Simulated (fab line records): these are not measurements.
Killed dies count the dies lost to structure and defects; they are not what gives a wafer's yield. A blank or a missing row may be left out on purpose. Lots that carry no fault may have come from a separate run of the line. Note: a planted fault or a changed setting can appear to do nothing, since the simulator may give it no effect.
fab line records ; flow n5_finfet
[record] lots = 7; wafers = 21; last_day = 18
route steps=1938 shown HKMG_FIN@390 BEOL_M4@1111 PASSIVATION@1936
lots with no fault: from the same line, run without faults
start_h: start of the lot's first displayed wafer, in hours after the record's first day ; wait_h: hours from the lot's prior step to this one ; " as in the row above ; L1.1+2: a row that stands for several wafers ; - either no value or no given start ; * or withheld: withheld ; < > ~ a bound
route shown NAME@n: a module of which the file shows steps, and the number in the route of the first ; usual: the fault-free wafers' mean and standard deviation ; same: alike in all rows ; chamber/n: place in a boat ; sites: each site's reading ; _std_site: the standard deviation of these ; _edge_site: outer sites' mean less inner sites' ; radius_mm: how far each site lies from the wafer's centre ; mask NAME#n: copy n ; behind: the last tool/chamber to shape the wafer ; hold: cause of the lot's hold/its duration in hours/its outcome ; device: the n, p or np transistor that did not switch ; end of line: tests run on the same wafers once the route is complete ; a step given without rows: its recipe and nothing more ; killed: at the first sort, the dies lost to defects and structure; wafer yield is something else ; map: shows each die of a wafer: x if killed, . if not, _ if none is there
set.NAME: the setting that was run; set.NAME@STEP: the one run at that earlier step ; model.NAME: the simulator's own value behind a step, which no gauge read
lots at some steps of the route; a table a step, a row a wafer
services: a tool's chamber out of use, with start hour (start_h, from the record's first day; less than 0 if before it), hours out, and reason
[[steps]]
[step N5_HKMG_FIN_COAT_41]
[recipe] resist = SOC; temp_c = 250; time_s = 60; spin_rpm = 1500; resist_thk_nm = 300
[step N5_HKMG_FIN_COAT_42]
[recipe] resist = SiARC; temp_c = 220; time_s = 60; spin_rpm = 1500; resist_thk_nm = 35
[step N5_HKMG_FIN_COAT_43]
[recipe] resist = CAR-ArF; spin_rpm = 1500; resist_thk_nm = 90
[step N5_HKMG_FIN_EBR_45]
[recipe] solvent = PGMEA; ebr_width_mm = 1.5
[step N5_HKMG_FIN_SOFTBAKE_44]
[recipe] temp_c = 110; time_s = 60; resist = CAR-ArF
[step N5_HKMG_FIN_EXPOSE_46]
[recipe] mask_id = NDIPOLE; na = 1.35; source_shape = conventional; sigma_outer = 0.8; polarization = unpolarized; dose_mj = 40
[step N5_HKMG_FIN_PEB_47]
[recipe] peb_temp_c = withheld; peb_time_s = 60; resist = CAR-ArF
[step N5_HKMG_FIN_DEVELOP_48]
[recipe] develop_time_s = 30; developer = TMAH; resist = CAR-ArF; rinse_liquid = diw; dry = air_spin; dev_temp_c = 23
[step N5_HKMG_FIN_CD_MEAS_49]
[recipe] target_cd_nm = 202; landing_energy_ev = 500; detector = se_inlens; polarity = opening
[usual] cd_nm = 202.3/0.91
[same] landing_energy_ev = 500
lot.wafer;tool;chamber;start_h;wait_h;cd_nm
L646.1;cd_sem-01;0;92.57;-;201.6
L646.3;cd_sem-01;0;92.57;-;200.8
L646.6;cd_sem-01;0;92.57;-;201.7
L649.1;cd_sem-01;0;106.75;-;202.3
L649.5;cd_sem-01;0;106.75;-;201.6
L649.6;cd_sem-01;0;106.75;-;201.5
L658.1;cd_sem-01;0;164.58;-;204.0
L658.2;cd_sem-01;0;164.58;-;203.2
L658.4;cd_sem-01;0;164.58;-;203.4
L660.4;cd_sem-03;0;178.92;-;201.9
L660.5;cd_sem-03;0;178.92;-;203.3
L660.6;cd_sem-03;0;178.92;-;203.1
L661.1;cd_sem-01;0;181.88;-;201.1
L661.3;cd_sem-01;0;181.88;-;201.1
L661.5;cd_sem-01;0;181.88;-;201.7
L663.1;cd_sem-01;0;197.29;-;201.8
L663.2;cd_sem-01;0;197.29;-;201.6
L663.6;cd_sem-01;0;197.29;-;200.7
L665.2;cd_sem-01;0;204.68;-;202.4
L665.3;cd_sem-01;0;204.68;-;201.9
L665.6;cd_sem-01;0;204.68;-;201.3
[step N5_HKMG_FIN_OVL_MEAS_50]
[recipe] points_per_wafer = 44
[usual] NDIPOLE_OVL = 0.0/0.85
lot.wafer;tool;chamber;start_h;wait_h;NDIPOLE_OVL[nm]
L646.1;overlay-02;0;92.60;0.0;-0.5
L646.3;overlay-02;0;92.60;0.0;-2.1
L646.6;overlay-02;0;92.60;0.0;-1.6
L649.1;overlay-02;0;106.78;0.0;-0.4
L649.5;overlay-02;0;106.78;0.0;-0.2
L649.6;overlay-02;0;106.78;0.0;-0.2
L658.1;overlay-01;0;164.61;0.0;0.6
L658.2;overlay-01;0;164.61;0.0;1.4
L658.4;overlay-01;0;164.61;0.0;1.7
L660.4;overlay-01;0;178.94;0.0;-0.2
L660.5;overlay-01;0;178.94;0.0;-0.3
L660.6;overlay-01;0;178.94;0.0;0.0
L661.1;overlay-01;0;181.91;0.0;2.0
L661.3;overlay-01;0;181.91;0.0;0.3
L661.5;overlay-01;0;181.91;0.0;1.2
L663.1;overlay-01;0;197.32;0.0;-0.7
L663.2;overlay-01;0;197.32;0.0;-1.0
L663.6;overlay-01;0;197.32;0.0;0.2
L665.2;overlay-01;0;204.71;0.0;0.9
L665.3;overlay-01;0;204.71;0.0;-0.6
L665.6;overlay-01;0;204.71;0.0;0.2
[step N5_HKMG_FIN_INSPECT_61]
[recipe] mode = adi; inspect_instrument = macro
[usual] raw_defect_count = 2.1/1.5
lot.wafer;tool;chamber;start_h;wait_h;raw_defect_count
L646.1;defect_inspect-01;-;92.62;0.0;3
L646.3;defect_inspect-01;-;92.62;0.0;2
L646.6;defect_inspect-01;-;92.62;0.0;1
L649.1;defect_inspect-02;-;106.80;0.0;2
L649.5;defect_inspect-02;-;106.80;0.0;1
L649.6;defect_inspect-02;-;106.80;0.0;3
L658.1;defect_inspect-02;-;164.63;0.0;0
L658.2;defect_inspect-02;-;164.63;0.0;2
L658.4;defect_inspect-02;-;164.63;0.0;2
L660.4;defect_inspect-01;-;178.97;0.0;2
L660.5;defect_inspect-01;-;178.97;0.0;3
L660.6;defect_inspect-01;-;178.97;0.0;2
L661.1;defect_inspect-01;-;181.93;0.0;1
L661.3;defect_inspect-01;-;181.93;0.0;1
L661.5;defect_inspect-01;-;181.93;0.0;3
L663.1;defect_inspect-02;-;197.35;0.0;3
L663.2;defect_inspect-02;-;197.35;0.0;1
L663.6;defect_inspect-02;-;197.35;0.0;2
L665.2;defect_inspect-01;-;204.73;0.0;1
L665.3;defect_inspect-01;-;204.73;0.0;3
L665.6;defect_inspect-01;-;204.73;0.0;2
[step N5_HKMG_FIN_DESCUM_53]
[recipe] chemistry = O2; time_s = 7.9; source_power_w = 50; bias_power_w = 20; pressure_mtorr = 20; rf_frequency_hz = 2.712e+07; temp_c = 40; resist = CAR-ArF; o2_flow_sccm = 225
[usual] drypump_motor_current_A = 5.9/0.44; oes_product_au = 0.82/0.094; rf_vpp_V = 243.1/1.6; showerhead_plenum_p_Torr = 2.09/0.082; throttle_valve_pct = 20.40/0.22
lot.wafer;tool;chamber;start_h;wait_h;drypump_motor_current_A;oes_product_au;rf_hours_counter_h;rf_vpp_V;showerhead_plenum_p_Torr;throttle_valve_pct
L646.1;rie_diel-03;3;92.66;0.0;5.4;0.94;6;245.3;2.23;20.06
L646.3;rie_diel-03;1;92.66;0.0;5.8;0.92;19;244.8;2.13;20.54
L646.6;rie_diel-03;3;92.66;0.0;5.4;0.93;-;244.4;2.23;20.07
L649.1;rie_diel-04;2;106.83;0.0;6.3;0.71;191;240.4;1.99;20.86
L649.5;rie_diel-04;1;106.83;0.0;6.3;0.92;-;244.6;2.13;20.30
L649.6;rie_diel-04;0;106.83;0.0;6.3;1.00;-;242.4;2.07;20.19
L658.1;rie_diel-03;3;164.88;0.3;5.4;0.86;36;245.2;2.22;20.12
L658.2;rie_diel-03;0;164.88;0.3;5.7;0.71;230;241.4;1.98;20.60
L658.4;rie_diel-03;2;164.88;0.3;5.1;0.72;189;242.2;2.07;20.35
L660.4;rie_diel-03;3;179.00;0.0;5.4;0.85;44;244.1;2.22;20.13
L660.5;rie_diel-03;3;179.00;0.0;5.4;0.85;-;247.5;2.22;20.14
L660.6;rie_diel-03;2;179.00;0.0;5.1;0.72;-;241.9;2.07;20.38
L661.1;rie_diel-03;2;182.46;0.5;5.0;0.71;199;243.0;2.07;20.38
L661.3;rie_diel-03;0;182.46;0.5;5.6;0.70;238;242.2;1.98;20.60
L661.5;rie_diel-03;3;182.46;0.5;5.4;0.84;-;245.1;2.22;20.14
L663.1;rie_diel-04;3;197.38;0.0;5.3;0.88;37;240.9;2.04;20.12
L663.2;rie_diel-04;0;197.38;0.0;6.3;0.94;17;242.8;2.07;20.21
L663.6;rie_diel-04;1;197.38;0.0;6.3;0.89;-;243.3;2.12;20.32
L665.2;rie_diel-02;1;205.08;0.3;6.2;0.89;21;245.3;2.23;20.20
L665.3;rie_diel-02;2;205.08;0.3;6.0;0.78;145;243.4;2.19;20.33
L665.6;rie_diel-02;1;205.08;0.3;6.2;0.89;-;244.1;2.23;20.20
[step N5_HKMG_FIN_ETCH_54]
[recipe] chemistry = CF4; target = SiARC; target_depth_a = 455; mask_material = CAR-ArF; time_s = 75.8; ion_energy_ev = 80; pressure_mtorr = 40; source_w = 545; bias_w = 36; Ar_flow_sccm = 100; cf4_flow_sccm = 100; ends = cleared
[usual] cf4_flow_sccm = 100.1/0.32; drypump_motor_current_A = 5.9/0.44; etch_rf_on_time_s = 75.6/2.6; oes_product_au = 0.70/0.082; rf_vpp_V = 184.0/1.3; showerhead_plenum_p_Torr = 2.14/0.08; throttle_valve_pct = 15.61/0.27
lot.wafer;tool;chamber;start_h;wait_h;cf4_flow_sccm;drypump_motor_current_A;etch_rf_on_time_s;oes_product_au;rf_hours_counter_h;rf_vpp_V;showerhead_plenum_p_Torr;throttle_valve_pct
L646.1;rie_diel-03;3;92.69;0.0;99.7;5.4;76.3;0.80;6;186.0;2.27;15.20
L646.3;rie_diel-03;1;92.69;0.0;100.0;5.9;77.8;0.77;19;183.6;2.20;15.82
L646.6;rie_diel-03;3;92.69;0.0;99.6;5.4;76.0;0.80;-;185.3;2.27;15.19
L649.1;rie_diel-04;2;106.87;0.0;100.2;6.3;75.1;0.62;191;182.1;2.05;16.05
L649.5;rie_diel-04;1;106.87;0.0;99.9;6.3;72.4;0.80;-;182.8;2.19;15.61
L649.6;rie_diel-04;0;106.87;0.0;100.1;6.3;74.2;0.86;-;182.8;2.12;15.28
L658.1;rie_diel-03;3;164.92;0.0;99.8;5.4;77.0;0.73;36;186.2;2.26;15.26
L658.2;rie_diel-03;0;164.92;0.0;100.2;5.7;75.4;0.60;230;182.6;2.04;15.88
L658.4;rie_diel-03;2;164.92;0.0;100.2;5.1;58.8;0.72;189;185.0;2.12;15.62
L660.4;rie_diel-03;3;179.04;0.0;100.2;5.4;75.5;0.73;44;184.8;2.25;15.27
L660.5;rie_diel-03;3;179.04;0.0;100.2;5.4;76.0;0.72;-;184.2;2.25;15.26
L660.6;rie_diel-03;2;179.04;0.0;99.8;5.1;57.1;0.73;-;182.1;2.12;15.61
L661.1;rie_diel-03;2;182.49;0.0;99.9;5.1;57.5;0.72;199;183.3;2.12;15.65
L661.3;rie_diel-03;0;182.49;0.0;100.3;5.7;75.3;0.60;238;182.5;2.04;15.92
L661.5;rie_diel-03;3;182.49;0.0;100.8;5.4;75.9;0.73;-;185.7;2.25;15.27
L663.1;rie_diel-04;3;197.42;0.0;100.6;5.3;71.6;0.77;37;182.5;2.09;15.26
L663.2;rie_diel-04;0;197.42;0.0;100.3;6.3;74.1;0.80;17;183.6;2.11;15.32
L663.6;rie_diel-04;1;197.42;0.0;101.0;6.3;73.7;0.77;-;185.3;2.19;15.64
L665.2;rie_diel-02;1;205.11;0.0;100.1;6.2;74.3;0.77;21;186.4;2.27;15.25
L665.3;rie_diel-02;2;205.11;0.0;100.5;6.0;71.1;0.68;145;184.6;2.24;15.55
L665.6;rie_diel-02;1;205.11;0.0;99.9;6.2;74.8;0.77;-;187.5;2.27;15.26
[step N5_HKMG_FIN_ETCH_55]
[recipe] chemistry = N2/H2; target = SOC; target_depth_a = 2400; temp_c = 40; time_s = 300; ion_energy_ev = 200; mask_material = SiARC; pressure_mtorr = 30; source_w = 840; bias_w = 150; n2_flow_sccm = 200; h2_flow_sccm = 200
[usual] drypump_motor_current_A = 5.9/0.44; h2_flow_sccm = 200.0/0.58; n2_flow_sccm = 200.0/0.56; oes_product_au = 0.82/0.097; rf_vpp_V = 524.0/3; showerhead_plenum_p_Torr = 2.54/0.1; throttle_valve_pct = 17.82/0.25
lot.wafer;tool;chamber;start_h;wait_h;drypump_motor_current_A;h2_flow_sccm;n2_flow_sccm;oes_product_au;rf_hours_counter_h;rf_vpp_V;showerhead_plenum_p_Torr;throttle_valve_pct
L646.1;rie_diel-03;3;92.75;0.0;5.4;199.8;200.1;0.93;6;529.2;2.72;17.51
L646.3;rie_diel-03;1;92.75;0.0;5.9;200.3;200.8;0.89;19;524.7;2.58;17.81
L646.6;rie_diel-03;3;92.75;0.0;5.4;199.4;199.8;0.93;-;529.4;2.72;17.52
L649.1;rie_diel-04;2;106.93;0.0;6.3;200.3;200.4;0.72;191;520.4;2.41;18.20
L649.5;rie_diel-04;1;106.93;0.0;6.3;201.3;199.3;0.93;-;525.6;2.59;17.72
L649.6;rie_diel-04;0;106.93;0.0;6.3;200.0;199.7;0.99;-;523.0;2.49;17.39
L658.1;rie_diel-03;3;164.97;0.0;5.4;200.6;200.0;0.87;36;527.2;2.71;17.56
L658.2;rie_diel-03;0;164.97;0.0;5.7;200.1;199.8;0.71;230;518.1;2.39;18.01
L658.4;rie_diel-03;2;164.97;0.0;5.1;198.9;199.6;0.71;189;522.6;2.54;18.05
L660.4;rie_diel-03;3;179.09;0.0;5.4;199.9;200.2;0.86;44;528.4;2.70;17.58
L660.5;rie_diel-03;3;179.09;0.0;5.4;199.8;200.1;0.86;-;528.3;2.70;17.59
L660.6;rie_diel-03;2;179.09;0.0;5.1;200.7;199.4;0.70;-;522.7;2.54;18.06
L661.1;rie_diel-03;2;182.55;0.0;5.1;200.8;198.9;0.70;199;524.1;2.54;18.05
L661.3;rie_diel-03;0;182.55;0.0;5.7;199.9;200.4;0.70;238;520.8;2.39;18.02
L661.5;rie_diel-03;3;182.55;0.0;5.4;201.0;199.9;0.86;-;529.4;2.70;17.58
L663.1;rie_diel-04;3;197.47;0.0;5.3;199.5;200.4;0.89;37;522.5;2.48;17.40
L663.2;rie_diel-04;0;197.47;0.0;6.2;201.7;200.0;0.95;17;522.2;2.48;17.43
L663.6;rie_diel-04;1;197.47;0.0;6.3;199.8;199.2;0.90;-;526.1;2.59;17.75
L665.2;rie_diel-02;1;205.17;0.0;6.2;200.1;200.2;0.89;21;529.2;2.72;17.62
L665.3;rie_diel-02;2;205.17;0.0;6.0;200.1;200.0;0.80;145;527.2;2.65;17.70
L665.6;rie_diel-02;1;205.17;0.0;6.2;200.7;199.1;0.88;-;528.8;2.72;17.62
[step N5_BEOL_M4_RC_MEAS_101]
[usual] DIBL_N = 36.3/1.9; DIBL_P = 36.0/2.1; IOFF_N = 0.16/0.031; IOFF_P = 0.21/0.035; ION_N = 675/14; ION_P = 464/8.5; SS_N = 71.5/0.6; SS_P = 73.3/0.72; VT_N = 250/3.2; VT_P = -250/3.1
lot.wafer;tool;chamber;start_h;wait_h;DIBL_N[mV/V];DIBL_P[mV/V];IOFF_N[nA/um];IOFF_P[nA/um];ION_N[uA/um];ION_P[uA/um];SS_N[mV/dec];SS_P[mV/dec];VT_N[mV];VT_P[mV]
L646.1;prober-01;0;182.85;0.0;37.0;39.3;0.19;0.24;691;469;71.5;75.0;243;-250
L646.3;prober-01;0;182.85;0.0;39.5;42.1;0.25;0.29;700;472;72.5;74.8;242;-249
L646.6;prober-01;0;182.85;0.0;35.5;37.8;0.18;0.22;704;483;70.8;73.7;244;-250
L649.1;prober-02;0;198.27;0.0;38.9;37.7;0.18;0.23;687;463;71.9;73.9;248;-250
L649.5;prober-02;0;198.27;0.0;38.9;38.4;0.19;0.24;706;476;71.7;74.3;250;-250
L649.6;prober-02;0;198.27;0.0;37.5;36.1;0.18;0.20;678;467;71.7;73.4;248;-249
L663.1;prober-01;0;289.37;0.0;38.2;40.3;0.19;0.22;681;458;71.8;74.0;248;-253
L663.2;prober-01;0;289.37;0.0;36.4;38.6;0.17;0.20;702;473;72.0;73.6;248;-253
L663.6;prober-01;0;289.37;0.0;36.3;37.3;0.16;0.18;688;464;71.4;73.4;247;-255
L658.1;prober-01;0;302.36;0.0;35.9;35.1;0.14;0.16;676;461;71.2;73.4;254;-254
L658.2;prober-01;0;302.36;0.0;36.6;36.0;0.16;0.19;672;464;71.3;72.6;250;-253
L658.4;prober-01;0;302.36;0.0;32.7;32.0;0.10;0.13;670;462;70.9;72.2;256;-259
L661.1;prober-02;0;307.55;0.0;38.7;36.1;0.19;0.21;680;463;71.5;73.5;246;-249
L661.3;prober-02;0;307.55;0.0;37.7;36.8;0.16;0.23;670;464;71.4;73.8;247;-245
L661.5;prober-02;0;307.55;0.0;37.7;36.6;0.16;0.22;670;459;71.6;73.1;249;-250
L660.4;prober-01;0;313.87;0.5;39.4;36.5;0.20;0.22;678;456;71.4;72.8;248;-252
L660.5;prober-01;0;313.87;0.5;39.2;36.7;0.18;0.22;679;464;71.8;73.6;252;-252
L660.6;prober-01;0;313.87;0.5;38.0;36.6;0.16;0.22;673;461;71.7;74.1;251;-248
L665.2;prober-02;0;324.74;0.2;35.5;35.9;0.15;0.22;698;483;71.4;73.2;249;-250
L665.3;prober-02;0;324.74;0.2;33.4;33.9;0.11;0.20;652;462;71.5;71.7;255;-248
L665.6;prober-02;0;324.74;0.2;34.1;34.3;0.13;0.20;683;478;72.3;72.5;253;-250
[step N5_PASSIVATION_PROBE_49]
[usual] defect_limited_yield = 91.0/1.5; killed_at_M0_to_M3 = 32/9.6; killed_at_M4_up = 13/4.7; killed_at_contacts = 13/7.2; killed_at_front_end = 44/13; killed_at_other = 4/3.4; killed_dies = 106/18; killed_open = 70/13; killed_short = 35/8; sort_bin_5_function = 5.3/0.97; sort_bin_6_memory = 3.4/0.73; sort_n_pass = 1074/18; sort_yield_pct = 91.0/1.5
[same] gross_dies = 1180; killed_at_back_side = 0; sort_bin_4_leakage[%] = 0; sort_bin_8_speed[%] = 0
lot.wafer;tool;chamber;start_h;wait_h;defect_limited_yield[%];killed_at_M0_to_M3;killed_at_M4_up;killed_at_contacts;killed_at_front_end;killed_at_other;killed_dies;killed_open;killed_short;sort_bin_5_function[%];sort_bin_6_memory[%];sort_n_pass;sort_yield_pct[%]
L646.1;prober-02;-;260.77;0.0;90.1;30;20;11;49;7;117;69;45;6.0;3.5;1063;90.1
L646.3;prober-02;-;260.87;0.1;89.7;32;15;5;58;11;121;64;53;6.4;3.2;1059;89.7
L646.6;prober-02;-;261.02;0.3;90.8;35;21;10;38;5;109;72;37;5.6;3.4;1071;90.8
L649.1;prober-02;-;279.56;0.0;90.3;29;11;29;44;2;115;73;42;5.8;3.5;1065;90.3
L649.5;prober-02;-;279.76;0.2;91.9;27;7;21;27;13;95;64;31;4.8;2.9;1085;91.9
L649.6;prober-02;-;279.81;0.3;90.2;29;9;21;50;7;116;69;47;5.8;3.6;1064;90.2
L663.1;prober-01;-;396.06;0.0;89.5;28;17;10;62;7;124;90;33;7.0;3.4;1056;89.5
L663.2;prober-01;-;396.11;0.1;91.3;32;20;14;29;8;103;68;34;4.8;3.3;1077;91.3
L663.6;prober-01;-;396.31;0.3;89.2;32;19;18;46;12;127;87;40;5.8;4.7;1053;89.2
L661.1;prober-01;-;420.81;0.0;92.5;28;7;18;28;8;89;59;30;4.6;2.6;1091;92.5
L661.3;prober-01;-;420.91;0.1;89.5;57;14;19;29;5;124;78;42;6.4;3.7;1056;89.5
L661.5;prober-01;-;421.01;0.2;91.8;49;4;11;27;6;97;58;38;4.5;3.6;1083;91.8
L658.1;prober-02;-;425.07;0.0;91.0;31;15;5;48;7;106;55;44;5.5;3.1;1074;91.0
L658.2;prober-02;-;425.12;0.1;87.5;25;10;24;84;5;148;84;56;6.9;4.5;1032;87.5
L658.4;prober-02;-;425.22;0.2;92.2;29;5;3;54;1;92;57;32;4.5;3.0;1088;92.2
L660.4;prober-01;-;425.23;0.2;91.9;37;12;10;34;2;95;59;35;4.3;3.6;1085;91.9
L660.5;prober-01;-;425.28;0.2;91.8;33;11;14;38;1;97;63;34;5.1;3.0;1083;91.8
L660.6;prober-01;-;425.33;0.3;90.9;30;18;6;47;6;107;67;39;5.4;3.1;1073;90.9
L665.2;prober-01;-;432.59;0.1;92.4;25;8;8;44;5;90;65;25;4.7;2.5;1090;92.4
L665.3;prober-01;-;432.64;0.1;90.4;34;17;9;50;3;113;73;36;5.6;3.6;1067;90.4
L665.6;prober-01;-;432.79;0.3;93.1;17;18;13;30;4;82;55;27;4.3;2.4;1098;93.1
// killed by level:class
L646.1 BEOL_M4:geometric_particle:open=13 FIN_SAQP:geometric_particle:open=11 MOL_CONTACT_COAG:geometric_particle:open=11 BEOL_M0_SAQP:geometric_particle:short=9 BEOL_M3:geometric_particle:short=8 GATE_CUT:geometric_particle:short=7 FIN_SAQP:geometric_particle:short=6 ILD0:geometric_particle:open=5
L646.3 FIN_SAQP:geometric_particle:short=18 BEOL_M0_SAQP:geometric_particle:open=11 FIN_SAQP:geometric_particle:open=9 BEOL_M3:geometric_particle:short=6 GATE_CUT:geometric_particle:short=5 BEOL_M0_SAQP:geometric_particle:short=5 BEOL_M3:geometric_particle:open=5 MIM_TOP:geometric_particle:short=5
L646.6 BEOL_M4:geometric_particle:open=11 GATE_CUT:geometric_particle:short=8 MOL_CONTACT_COAG:geometric_particle:open=8 BEOL_M0_SAQP:geometric_particle:open=7 FIN_SAQP:geometric_particle:short=7 BEOL_M2:geometric_particle:open=7 FIN_SAQP:geometric_particle:open=6 BEOL_M3:geometric_particle:short=6
L649.1 MOL_CONTACT_COAG:geometric_particle:open=19 FIN_SAQP:geometric_particle:open=13 MOL_CONTACT_COAG:geometric_particle:short=10 FIN_SAQP:geometric_particle:short=9 BEOL_M4:geometric_particle:open=7 STI_FIN_REVEAL:geometric_particle:open=6 BEOL_M0_SAQP:geometric_particle:short=6 BEOL_M1:geometric_particle:open=6
L649.5 MOL_CONTACT_COAG:geometric_particle:open=16 DUMMY_GATE:geometric_particle:open=8 BEOL_M2:geometric_particle:open=8 MOL_CONTACT_COAG:geometric_particle:short=5 BEOL_M1:geometric_particle:open=5 FIN_SAQP:geometric_particle:open=4 STI_FIN_REVEAL:geometric_particle:open=4 BEOL_M0_SAQP:geometric_particle:open=4
L649.6 MOL_CONTACT_COAG:geometric_particle:open=17 FIN_SAQP:geometric_particle:short=15 FIN_SAQP:geometric_particle:open=10 BEOL_M0_SAQP:geometric_particle:short=9 BEOL_M0_SAQP:geometric_particle:open=6 BEOL_M3:geometric_particle:open=6 STI_FIN_REVEAL:geometric_particle:open=5 DUMMY_GATE:geometric_particle:short=4
L663.1 FIN_SAQP:geometric_particle:open=22 STI_FIN_REVEAL:geometric_particle:open=12 FIN_SAQP:geometric_particle:short=10 MOL_CONTACT_COAG:geometric_particle:open=9 BEOL_M4:geometric_particle:open=7 BEOL_M1:geometric_particle:open=6 BEOL_M0:geometric_particle:open=6 BEOL_M3:geometric_particle:open=5
L663.2 BEOL_M4:geometric_particle:open=11 FIN_SAQP:geometric_particle:short=10 MOL_CONTACT_COAG:geometric_particle:open=10 BEOL_M0_SAQP:geometric_particle:open=8 FIN_SAQP:geometric_particle:open=6 BEOL_M2:geometric_particle:open=6 BEOL_M3:geometric_particle:open=6 BEOL_M1:geometric_particle:open=5
L663.6 MOL_CONTACT_COAG:geometric_particle:open=15 FIN_SAQP:geometric_particle:open=12 BEOL_M2:geometric_particle:open=9 BEOL_M4:geometric_particle:open=8 STI_FIN_REVEAL:geometric_particle:open=7 FIN_SAQP:geometric_particle:short=6 BEOL_M1:geometric_particle:open=6 STARTING-WAFER:geometric_particle:open=6
L661.1 MOL_CONTACT_COAG:geometric_particle:open=13 FIN_SAQP:geometric_particle:open=11 BEOL_M3:geometric_particle:open=10 FIN_SAQP:geometric_particle:short=6 BEOL_M0_SAQP:geometric_particle:short=6 MOL_CONTACT_COAG:geometric_particle:short=5 BEOL_M0_SAQP:geometric_particle:open=5 BEOL_M2:geometric_particle:open=4
L661.3 BEOL_M0_SAQP:geometric_particle:open=18 BEOL_M3:geometric_particle:open=15 MOL_CONTACT_COAG:geometric_particle:open=12 FIN_SAQP:geometric_particle:open=7 BEOL_M4:geometric_particle:open=7 MOL_CONTACT_COAG:geometric_particle:short=6 BEOL_M3:geometric_particle:short=5 BEOL_M1:geometric_particle:short=5
L661.5 BEOL_M3:geometric_particle:open=20 BEOL_M0_SAQP:geometric_particle:short=16 MOL_CONTACT_COAG:geometric_particle:open=7 BEOL_M0_SAQP:geometric_particle:open=7 FIN_SAQP:geometric_particle:short=6 FIN_SAQP:geometric_particle:open=5 GATE_CUT:geometric_particle:open=5 STARTING-WAFER:geometric_particle:short=5
L658.1 FIN_SAQP:geometric_particle:short=15 FIN_SAQP:geometric_particle:open=13 BEOL_M0_SAQP:geometric_particle:open=8 BEOL_M3:geometric_particle:open=7 ILD0:geometric_particle:short=5 MOL_CONTACT_COAG:geometric_particle:open=5 BEOL_M2:geometric_particle:open=4 BEOL_M0_SAQP:geometric_particle:short=4
L658.2 FIN_SAQP:geometric_particle:open=32 FIN_SAQP:geometric_particle:short=23 MOL_CONTACT_COAG:geometric_particle:open=17 MOL_CONTACT_COAG:geometric_particle:short=7 GATE_CUT:geometric_particle:short=6 BEOL_M1:geometric_particle:open=6 STI_FIN_REVEAL:geometric_particle:open=5 HKMG_FIN:area_etch=5
L658.4 FIN_SAQP:geometric_particle:open=14 FIN_SAQP:geometric_particle:short=13 BEOL_M0_SAQP:geometric_particle:short=9 BEOL_M0_SAQP:geometric_particle:open=6 STI_FIN_REVEAL:geometric_particle:open=4 BEOL_M2:geometric_particle:open=4 BEOL_M3:geometric_particle:open=4 STARTING-WAFER:geometric_particle:open=4
L660.4 FIN_SAQP:geometric_particle:short=8 BEOL_M0_SAQP:geometric_particle:open=8 MOL_CONTACT_COAG:geometric_particle:open=7 BEOL_M0_SAQP:geometric_particle:short=7 BEOL_M1:geometric_particle:open=6 BEOL_M2:geometric_particle:open=6 BEOL_M4:geometric_particle:open=6 FIN_SAQP:geometric_particle:open=4
L660.5 STI_FIN_REVEAL:geometric_particle:open=13 MOL_CONTACT_COAG:geometric_particle:open=11 BEOL_M2:geometric_particle:open=10 BEOL_M0_SAQP:geometric_particle:short=5 BEOL_M0_SAQP:geometric_particle:open=4 BEOL_M3:geometric_particle:open=4 FIN_SAQP:geometric_particle:short=3 ILD0:geometric_particle:short=3
L660.6 STI_FIN_REVEAL:geometric_particle:open=12 FIN_SAQP:geometric_particle:short=6 BEOL_M1:geometric_particle:open=6 GATE_CUT:geometric_particle:short=5 MOL_CONTACT_COAG:geometric_particle:open=5 BEOL_M4:geometric_particle:open=5 BEOL_M0_SAQP:geometric_particle:open=4 GATE_CUT:geometric_particle:open=4
L665.2 FIN_SAQP:geometric_particle:short=11 STI_FIN_REVEAL:geometric_particle:open=11 FIN_SAQP:geometric_particle:open=9 BEOL_M0_SAQP:geometric_particle:open=9 MOL_CONTACT_COAG:geometric_particle:open=7 DUMMY_GATE:geometric_particle:open=6 BEOL_M2:geometric_particle:open=5 BEOL_M1:geometric_particle:open=4
L665.3 STI_FIN_REVEAL:geometric_particle:open=12 MOL_CONTACT_COAG:geometric_particle:open=9 BEOL_M0_SAQP:geometric_particle:short=9 FIN_SAQP:geometric_particle:open=8 FIN_SAQP:geometric_particle:short=8 BEOL_M1:geometric_particle:open=8 BEOL_M0_SAQP:geometric_particle:open=7 BEOL_M4:geometric_particle:open=6
L665.6 BEOL_M4:geometric_particle:open=10 MOL_CONTACT_COAG:geometric_particle:open=9 FIN_SAQP:geometric_particle:short=6 BEOL_M1:geometric_particle:open=6 MOL_CONTACT_COAG:geometric_particle:short=4 STI_FIN_REVEAL:geometric_particle:open=3 DUMMY_GATE:geometric_particle:open=3 ILD0:geometric_particle:short=3
[[services]]
tool;chamber;start_h;hours;kind
rie_diel-04;0;82.80;-;clean
rie_diel-04;0;82.80;-;consumable_replace:focus_ring
rie_diel-04;0;82.80;22.1;scheduled_down
rie_diel-04;0;82.80;22.1;vent_cycle
rie_diel-04;1;98.25;7.9;repair
rie_diel-04;-;101.94;0.2;repair
rie_diel-03;2;103.38;6.4;repair
rie_diel-03;0;107.48;11.9;repair
rie_diel-04;0;111.02;1.2;repair
rie_diel-02;1;132.22;-;clean
rie_diel-02;1;132.22;-;consumable_replace:focus_ring
rie_diel-02;1;132.22;-;consumable_replace:showerhead
rie_diel-02;1;132.22;12.2;scheduled_down
rie_diel-02;1;132.22;12.2;vent_cycle
rie_diel-02;1;162.01;21.4;repair
rie_diel-02;3;179.16;26.0;repair
rie_diel-04;-;181.13;14.6;pm
[[key]]
[first_sign] step = N5_HKMG_FIN_ETCH_54; reading = etch_rf_on_time_s; direction = down; sigmas = 6.9; usual = *; struck = *
effect none on later readings
met_at N5_HKMG_FIN_ETCH_54
struck_wafers L658.4,L660.6,L661.1
[fault] kind = process_parameter_drift; tool = rie_diel-03; chamber = 2; onset_h = 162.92; steps = N5_HKMG_FIN_ETCH_54; channel = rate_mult; offset = 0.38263; shape = step; end_h = 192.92
